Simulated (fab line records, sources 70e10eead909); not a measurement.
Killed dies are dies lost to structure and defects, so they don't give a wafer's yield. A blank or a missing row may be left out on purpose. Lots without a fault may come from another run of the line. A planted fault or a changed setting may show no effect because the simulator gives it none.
fab line records | flow nand_harc
record lots=14 wafers=40 last_day=24
route steps=1159 shown A_START@389 A_ONON_D1@432 END@1159
lots that met no fault: from a run of the same line without faults
start_h: hours from the record's first day to the start of the lot's first wafer shown | wait_h: hours since the lot's step before | " the same as in the row above | L1.1+2: a row that stands for several wafers | - no value, or no start given | * or withheld: withheld | < > ~ a bound
route shown NAME@n: a module of which the file shows steps, and the number in the route of the first | usual: mean/standard deviation of fault-free wafers | same: alike in all rows | chamber/n: place in a boat | sites: the reading at each site | _std_site: their standard deviation | _edge_site: outer sites' mean less inner sites' | radius_mm: how far each site lies from the wafer's centre | mask NAME#n: copy n | behind: the tool/chamber that last shaped the wafer | hold: why the lot was held/for how many hours/how that ended | device: the transistor (n, p or np) that didn't switch | end of line: the same wafers' tests at the end of the route | a step without rows: its recipe alone | killed: dies lost to structure and defects at the first sort, not the wafer's yield | map: a wafer's dies, x killed, . not, _ none there
set.NAME: the setting as run; set.NAME@STEP: as run at that earlier step | model.NAME: the simulator's own value behind a step, which no gauge read
steps of the route over a sample of lots; a table a step, a row a wafer
services: from which hour (start_h, from the record's first day; less than 0 if before it) a tool's chamber was out of use, for how many hours, and why
## steps
# step NHARC_A_START_INSPECT_01
# usual raw_defect_count=3.4/1.9
# columns lot.wafer tool chamber start_h wait_h raw_defect_count
L876.3 defect_inspect-02 - 135.05 - 2
L876.4 " - " " 4
L876.6 " - " " 1
L877.1 defect_inspect-02 - 144.27 - 2
L877.4 " - " " 5
L877.6 " - " " 4
L880.2 defect_inspect-01 - 155.86 - 4
L880.5 " - " " 4
L880.6 " - " " 4
L882.2 defect_inspect-01 - 172.36 - 7
L882.3 " - " " 6
L882.5 " - " " 3
L881.3 defect_inspect-01 - 173.63 - 4
L881.4 " - " " 6
L881.6 " - " " 7
L884.1 defect_inspect-01 - 179.03 - 1
L884.2 " - " " 6
L884.4 " - " " 5
L885.1 defect_inspect-02 - 182.93 - 0
L885.4 " - " " 5
L885.5 " - " " 7
L886.3 defect_inspect-02 - 187.70 - 3
L886.4 " - " " 3
L886.6 " - " " 4
L889.1 defect_inspect-02 - 208.07 - 2
L889.3 " - " " 4
L892.1 defect_inspect-02 - 237.22 - 3
L892.6 " - " " 1
L896.1 defect_inspect-01 - 246.66 - 2
L896.2 " - " " 3
L896.4 " - " " 3
L897.2 defect_inspect-02 - 262.06 - 3
L897.3 " - " " 4
L897.4 " - " " 7
L898.1 defect_inspect-02 - 262.55 - 2
L898.3 " - " " 5
L898.4 " - " " 7
L899.4 defect_inspect-01 - 271.22 - 7
L899.5 " - " " 2
L899.6 " - " " 8
# step NHARC_A_ONON_D1_DEP_12
# recipe target_thk_a=10000 n2_flow_sccm=2750 n2o_flow_sccm=2000 nh3_flow_sccm=500 sih4_flow_sccm=210 temp_c=400
# columns lot.wafer tool chamber start_h wait_h
L876.3+4+6 pecvd_onon-02 0 160.67 0.2
L877.1+4+6 pecvd_onon-02 0 169.93 0.1
L880.2+5+6 pecvd_onon-04 0 179.80 0.1
L882.2+3+5 pecvd_onon-03 0 198.81 0.1
L881.3+4+6 pecvd_onon-04 0 198.92 0.2
L884.1+2+4 pecvd_onon-02 0 206.08 0.1
L885.1+4+5 pecvd_onon-04 0 206.08 0.1
L886.3+4+6 pecvd_onon-02 0 215.66 0.2
L889.1+3 pecvd_onon-02 0 233.37 0.1
L892.1+6 pecvd_onon-02 0 262.82 0.1
L896.1+2+4 pecvd_onon-04 0 272.32 0.4
L898.1+3+4 pecvd_onon-03 0 286.89 0.1
L897.2+3+4 pecvd_onon-04 0 286.89 0.1
L899.4+5+6 pecvd_onon-04 0 297.98 0.2
# step NHARC_A_ONON_D1_THK_MEAS_14
# recipe thk_meas_gauge=ellipsometry
# usual thk_nm=1000/9.1
# columns lot.wafer tool chamber start_h wait_h thk_nm
L876.3 film_metro-02 - 161.06 - 993
L876.4 " - " " 993
L876.6 " - " " 990
L877.1 film_metro-02 - 170.46 - 1000
L877.4 " - " " 1001
L877.6 " - " " 1002
L880.2 film_metro-02 - 180.25 - 1011
L880.5 " - " " 1010
L880.6 " - " " 1009
L882.2 film_metro-01 - 199.27 - 1010
L882.3 " - " " 1011
L882.5 " - " " 1010
L881.3 film_metro-02 - 199.33 - 999
L881.4 " - " " 996
L881.6 " - " " 997
L885.1 film_metro-02 - 206.60 - 987
L885.4 " - " " 986
L885.5 " - " " 985
L884.1 film_metro-01 - 206.60 - 997
L884.2 " - " " 999
L884.4 " - " " 1000
L886.3 film_metro-02 - 216.05 - 996
L886.4 " - " " 996
L886.6 " - " " 997
L889.1 film_metro-02 - 233.88 - 537
L889.3 " - " " 536
L892.1 film_metro-01 - 263.36 - 525
L892.6 " - " " 1008
L896.1 film_metro-02 - 272.83 - 1006
L896.2 " - " " 1005
L896.4 " - " " 1006
L897.2 film_metro-02 - 287.35 - 998
L897.3 " - " " 1001
L897.4 " - " " 1000
L898.1 film_metro-01 - 287.40 - 977
L898.3 " - " " 976
L898.4 " - " " 977
L899.4 film_metro-02 - 298.31 - 1000
L899.5 " - " " 998
L899.6 " - " " 1000
# step NHARC_A_ONON_D1_INSPECT_32
# usual raw_defect_count=74/26
# columns lot.wafer tool chamber start_h wait_h raw_defect_count
L876.3 defect_inspect-02 - 171.16 0.1 50
L876.4 " - " " 45
L876.6 " - " " 32
L877.1 defect_inspect-02 - 181.42 0.0 46
L877.4 " - " " 127
L877.6 " - " " 67
L880.2 defect_inspect-01 - 192.46 0.0 107
L880.5 " - " " 86
L880.6 " - " " 81
L882.2 defect_inspect-01 - 209.76 0.0 43
L882.3 " - " " 53
L882.5 " - " " 75
L881.3 defect_inspect-01 - 209.82 0.0 101
L881.4 " - " " 137
L881.6 " - " " 90
L885.1 defect_inspect-02 - 216.53 0.0 56
L885.4 " - " " 69
L885.5 " - " " 77
L884.1 defect_inspect-01 - 216.59 0.0 44
L884.2 " - " " 28
L884.4 " - " " 60
L886.3 defect_inspect-02 - 226.00 0.0 58
L886.4 " - " " 73
L886.6 " - " " 118
L889.1 defect_inspect-01 - 243.80 0.0 62
L889.3 " - " " 57
L892.1 defect_inspect-02 - 275.42 0.0 81
L892.6 " - " " 46
L896.1 defect_inspect-02 - 283.56 0.0 55
L896.2 " - " " 49
L896.4 " - " " 47
L898.1 defect_inspect-01 - 297.67 0.0 56
L898.3 " - " " 65
L898.4 " - " " 71
L897.2 defect_inspect-02 - 297.78 0.0 94
L897.3 " - " " 75
L897.4 " - " " 75
L899.4 defect_inspect-01 - 308.48 0.0 54
L899.5 " - " " 44
L899.6 " - " " 89
# step NHARC_END_SORT_01
# recipe temp_c=25
# usual killed_at_array=25/9.5 killed_at_other=0.8/1.2 killed_at_periphery=3.4/2.2 killed_dies=29/10 killed_open=3.3/1.8 killed_short=2.1/1.4
# same gross_dies=677
# columns lot.wafer tool chamber start_h wait_h killed_at_array killed_at_other killed_at_periphery killed_dies killed_open killed_short
L889.1 prober-02 0 510.97 2.5 672 0 5 677 6 3
L889.3 prober-02 0 512.59 3.1 671 0 6 677 4 1
# killed by level:class
L889.1 A_ONON_D1:area_dep=643 A_SLIT:chamber_film_flake=15 A_CHANNEL_HOLE_D1:chamber_film_flake=3 P_CONTACT:geometric_particle:open=2 A_CHANNEL_FILL_D1:geometric_particle:open=2 P_STI:chamber_film_flake=2 A_STAIRCASE:chamber_film_flake=2 A_ONON_D1:geometric_particle:short=1
L889.3 A_ONON_D1:area_dep=645 A_SLIT:chamber_film_flake=12 A_CONTACT:chamber_film_flake=4 P_STI:chamber_film_flake=3 A_CHANNEL_HOLE_D1:chamber_film_flake=3 A_STAIRCASE:chamber_film_flake=3 A_CONTACT:geometric_particle:open=2 P_CONTACT:geometric_particle:open=1
## services
# columns tool chamber start_h hours kind
pecvd_onon-03 - 153.41 13.0 pm
pecvd_onon-04 - 237.00 13.0 pm
pecvd_onon-02 - 292.00 13.0 pm
## key
first_sign step=NHARC_A_ONON_D1_THK_MEAS_14 reading=thk_nm direction=down sigmas=51 usual=1000 struck=533
effect step=NHARC_END_SORT_01 reading=killed_at_array direction=up sigmas=68 usual=25 struck=672
more_kills_born_at NHARC_A_ONON_D1_DEP_12@pecvd_onon-02=1288
met_at NHARC_A_ONON_D1_DEP_12
struck_lots L889,L892
struck_wafers L889.1,L889.3,L892.1
later_rows_left_out L889.1,L889.3,L892.1
sort_left_out L892.1
tester_left_out L889,L892
not_acting_at NHARC_A_START_INSPECT_01,NHARC_A_ONON_D1_INSPECT_32
onset_between 215.66 233.37
fault kind=process_parameter_drift tool=pecvd_onon-02 chamber=- onset_h=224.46 steps=NHARC_A_ONON_D1_DEP_12 channel=target_thk_a offset=* shape=step end_h=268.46 scope=struck_wafers_only acts_in=* stated=*
# tester_left_out: of these lots the tester's yield and bins aren't shown, on N5 and GAA mostly nor the transistor test; their killed dies are dies lost to structure and defects alone, not to doping, threshold or leakage, so they don't give the yield
# sort_left_out: the simulated sort isn't trusted on such a fault, so these wafers' sort isn't shown, and their yield isn't known
# later_rows_left_out: the simulator's readings of these wafers behind a module that went badly wrong aren't trusted and aren't shown, but for the sort
